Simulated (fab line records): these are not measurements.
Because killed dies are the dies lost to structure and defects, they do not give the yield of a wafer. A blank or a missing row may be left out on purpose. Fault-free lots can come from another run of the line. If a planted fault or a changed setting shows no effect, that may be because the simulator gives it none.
Lot-split experiment || flow n5 finfet || on a route of 1938 steps: 7 lots, 21 wafers read

## THE SPLIT
At N5_GATE_CUT_COAT_27 (time 60 s, resist thk 10 nm), the setting spin rpm was moved away from the recipe's 1500 rpm on 7 of the 21 wafers read, by -10.5% to +6.9%. For the rest of the wafers, this setting stayed at what the recipe calls for.

## BETWEEN THE SPLIT AND THE READING: the file shows 1 step in between
- N5_GATE_CUT_DESCUM_18: chemistry O2, time 7 s (also split here: time s)

## THE READING
etch.depth nm (the simulator's own value, which no gauge read), in nm, at N5_GATE_CUT_ETCH_28 (etches underlayer in N2/H2, target depth 13 nm, time 10.4 s). The file gives no usual value for it. The 14 wafers here that ran the recipe average 10.003 nm, standard deviation 0.024 nm.

{"wafer": "L078.2", "tool, chamber at the split": "litho track-05, 0", "spin rpm as run, rpm": 1412, "against the recipe": "-5.9%", "etch.depth nm, nm": 10.35, "against lot-mates on the recipe": "+0.300"}
{"wafer": "L078.4", "tool, chamber at the split": "litho track-05, 0", "spin rpm as run, rpm": 1500, "against the recipe": "recipe", "etch.depth nm, nm": 10.05, "against lot-mates on the recipe": "-"}
{"wafer": "L078.5", "tool, chamber at the split": "litho track-05, 0", "spin rpm as run, rpm": 1412, "against the recipe": "-5.9%", "etch.depth nm, nm": 10.36, "against lot-mates on the recipe": "+0.310"}
{"wafer": "L080.1", "tool, chamber at the split": "litho track-02, 0", "spin rpm as run, rpm": 1500, "against the recipe": "recipe", "etch.depth nm, nm": 9.998, "against lot-mates on the recipe": "-"}
{"wafer": "L080.4", "tool, chamber at the split": "litho track-02, 0", "spin rpm as run, rpm": 1342, "against the recipe": "-10.5%", "etch.depth nm, nm": 10.55, "against lot-mates on the recipe": "+0.552"}
{"wafer": "L080.6", "tool, chamber at the split": "litho track-02, 0", "spin rpm as run, rpm": 1342, "against the recipe": "-10.5%", "etch.depth nm, nm": 10.55, "against lot-mates on the recipe": "+0.552"}
{"wafer": "L083.2", "tool, chamber at the split": "litho track-02, 0", "spin rpm as run, rpm": 1603, "against the recipe": "+6.9%", "etch.depth nm, nm": 9.659, "against lot-mates on the recipe": -0.341}
{"wafer": "L083.3", "tool, chamber at the split": "litho track-02, 0", "spin rpm as run, rpm": 1603, "against the recipe": "+6.9%", "etch.depth nm, nm": 9.699, "against lot-mates on the recipe": -0.301}
{"wafer": "L083.6", "tool, chamber at the split": "litho track-02, 0", "spin rpm as run, rpm": 1500, "against the recipe": "recipe", "etch.depth nm, nm": 10, "against lot-mates on the recipe": "-"}
{"wafer": "L084.1", "tool, chamber at the split": "litho track-03, 0", "spin rpm as run, rpm": 1500, "against the recipe": "recipe", "etch.depth nm, nm": 9.983, "against lot-mates on the recipe": "-"}
{"wafer": "L084.3", "tool, chamber at the split": "litho track-03, 0", "spin rpm as run, rpm": 1500, "against the recipe": "recipe", "etch.depth nm, nm": 9.993, "against lot-mates on the recipe": "-"}
{"wafer": "L084.4", "tool, chamber at the split": "litho track-03, 0", "spin rpm as run, rpm": 1500, "against the recipe": "recipe", "etch.depth nm, nm": 10.04, "against lot-mates on the recipe": "-"}
{"wafer": "L087.3", "tool, chamber at the split": "litho track-02, 0", "spin rpm as run, rpm": 1500, "against the recipe": "recipe", "etch.depth nm, nm": 9.982, "against lot-mates on the recipe": "-"}
{"wafer": "L087.4", "tool, chamber at the split": "litho track-02, 0", "spin rpm as run, rpm": 1500, "against the recipe": "recipe", "etch.depth nm, nm": 9.978, "against lot-mates on the recipe": "-"}
{"wafer": "L087.6", "tool, chamber at the split": "litho track-02, 0", "spin rpm as run, rpm": 1500, "against the recipe": "recipe", "etch.depth nm, nm": 9.962, "against lot-mates on the recipe": "-"}
{"wafer": "L095.1", "tool, chamber at the split": "litho track-03, 0", "spin rpm as run, rpm": 1415, "against the recipe": "-5.7%", "etch.depth nm, nm": 10.32, "against lot-mates on the recipe": "+0.316"}
{"wafer": "L095.3", "tool, chamber at the split": "litho track-03, 0", "spin rpm as run, rpm": 1500, "against the recipe": "recipe", "etch.depth nm, nm": 9.998, "against lot-mates on the recipe": "-"}
{"wafer": "L095.6", "tool, chamber at the split": "litho track-03, 0", "spin rpm as run, rpm": 1500, "against the recipe": "recipe", "etch.depth nm, nm": 10.01, "against lot-mates on the recipe": "-"}
{"wafer": "L097.4", "tool, chamber at the split": "litho track-02, 0", "spin rpm as run, rpm": 1500, "against the recipe": "recipe", "etch.depth nm, nm": 10.01, "against lot-mates on the recipe": "-"}
{"wafer": "L097.6", "tool, chamber at the split": "litho track-02, 0", "spin rpm as run, rpm": 1500, "against the recipe": "recipe", "etch.depth nm, nm": 10.01, "against lot-mates on the recipe": "-"}
{"wafer": "L097.5", "tool, chamber at the split": "litho track-02, 0", "spin rpm as run, rpm": 1500, "against the recipe": "recipe", "etch.depth nm, nm": 10.03, "against lot-mates on the recipe": "-"}

THE FIT
A straight line over all 21 wafers: etch.depth nm changes by -0.052 nm for each +1% of spin rpm; r = -0.99; the points scatter about the line by 0.027 nm.
The same after taking each lot's own level away (the mean of its wafers on the recipe; 21 wafers): -0.051 nm for each +1%; r = -1.00; scatter 0.017 nm.
According to that fit, moving spin rpm by its largest amount changes the reading by 0.54 nm.
From 9.9740 to 10.0500 nm: that is the span of the lots' own levels, equal to 3.2 times the standard deviation above.
Consequently the slope shifts little with the lot-to-lot level, the two slopes agreeing.
Check: with one of the wafers moved furthest among these (-10.5%) left out of the fit, the line predicts +0.539 nm for it against its lot-mates. Against them it came out at +0.552 nm.

## THESE WAFERS: OTHER SPLITS
Other splits were also applied to these wafers ahead of the reading. Each is held against what the fit with the lots' levels taken away leaves over:
{"other split on the same wafers": "N5_SDB_ETCH_17 bias w", "wafers away from the commonest value": 9, "r with etch.depth nm (lot level and that fit taken away)": "+0.23"}
{"other split on the same wafers": "N5_HKMG_FIN_NWFM_ALD_20 ald cycles", "wafers away from the commonest value": 4, "r with etch.depth nm (lot level and that fit taken away)": "+0.23"}
{"other split on the same wafers": "N5_GATE_CUT_DESCUM_18 time s", "wafers away from the commonest value": 6, "r with etch.depth nm (lot level and that fit taken away)": "+0.19"}

## THE WHOLE CHAIN: every reading that the file lists as answering this split, in the file's order
{"step": "N5_GATE_CUT_COAT_27", "what it does": "time 60 s, resist thk 10 nm", "reading": "underlayer_of_GATE_CUT_COAT_27.thk nm (the simulator's own value, which no gauge read)", "change (the file's fit)": "-0.0609 nm for each +1% of the setting", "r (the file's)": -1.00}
{"step": "N5_GATE_CUT_ETCH_28", "what it does": "etches underlayer in N2/H2, target depth 13 nm, time 10.4 s", "reading": "etch.depth nm (the simulator's own value, which no gauge read)", "change (the file's fit)": "-0.0519 nm for each +1% of the setting", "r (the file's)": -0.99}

## THE FILE'S OWN FIT
etch.depth nm changes by -0.0519 nm for each +1% of spin rpm, r = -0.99.
